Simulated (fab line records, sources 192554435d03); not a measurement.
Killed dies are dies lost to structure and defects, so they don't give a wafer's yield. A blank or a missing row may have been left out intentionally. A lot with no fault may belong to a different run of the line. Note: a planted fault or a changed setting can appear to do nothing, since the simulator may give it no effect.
Chamber matching || flow n5-finfet || rie-diel-06 running N5_BEOL_M2_ETCH_74: 4 sister chambers
The step etches underlayer in N2/H2, target depth 6.5 nm, time 5.2 s. 4 wafers are shown with their chamber, then 8 later ones without.

== WAFERS WITH THEIR CHAMBER ==
{"wafer": "L075.6", "chamber": 1, "showerhead-plenum-p-Torr (Torr)": 2.38}
{"wafer": "L079.3", "chamber": 3, "showerhead-plenum-p-Torr (Torr)": 2.66}
{"wafer": "L079.6", "chamber": 2, "showerhead-plenum-p-Torr (Torr)": 2.49}
{"wafer": "L083.2", "chamber": 0, "showerhead-plenum-p-Torr (Torr)": 2.42}

== WAFERS WITH NO CHAMBER GIVEN ==
{"wafer": "L083.5", "showerhead-plenum-p-Torr (Torr)": 2.70}
{"wafer": "L083.6", "showerhead-plenum-p-Torr (Torr)": 2.42}
{"wafer": "L088.1", "showerhead-plenum-p-Torr (Torr)": 2.41}
{"wafer": "L088.3", "showerhead-plenum-p-Torr (Torr)": 2.48}
{"wafer": "L088.4", "showerhead-plenum-p-Torr (Torr)": 2.65}
{"wafer": "L097.3", "showerhead-plenum-p-Torr (Torr)": 2.48}
{"wafer": "L097.5", "showerhead-plenum-p-Torr (Torr)": 2.68}
{"wafer": "L097.6", "showerhead-plenum-p-Torr (Torr)": 2.47}

== WHICH CHAMBER EACH WENT THROUGH ==
{"wafer": "L083.5", "from the rows above": 3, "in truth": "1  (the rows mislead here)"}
{"wafer": "L083.6", "from the rows above": 0, "in truth": 0}
{"wafer": "L088.1", "from the rows above": "can't be placed: 0 or 1", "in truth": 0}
{"wafer": "L088.3", "from the rows above": 2, "in truth": 2}
{"wafer": "L088.4", "from the rows above": 3, "in truth": 3}
{"wafer": "L097.3", "from the rows above": 2, "in truth": 2}
{"wafer": "L097.5", "from the rows above": 3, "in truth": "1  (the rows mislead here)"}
{"wafer": "L097.6", "from the rows above": "can't be placed: 2 or 0", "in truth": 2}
4 of 8 placed correctly. Can't be placed from these rows: 2 (the true chamber is among the candidates in 2). 2 placed wrongly.
How it was worked out, from the rows above alone: a wafer's distance from a chamber is the root of the sum, over the readings, of the square of ((its reading less the chamber's mean) divided by the reading's scatter). The wafer belongs to the nearest chamber; if the next one is less than 2 further off, it can't be placed. The mean given for a chamber averages the wafers shown for that chamber. The scatter: with one shown wafer a chamber, the root of the mean of the squares of how far each hidden wafer lies from its nearest shown one.
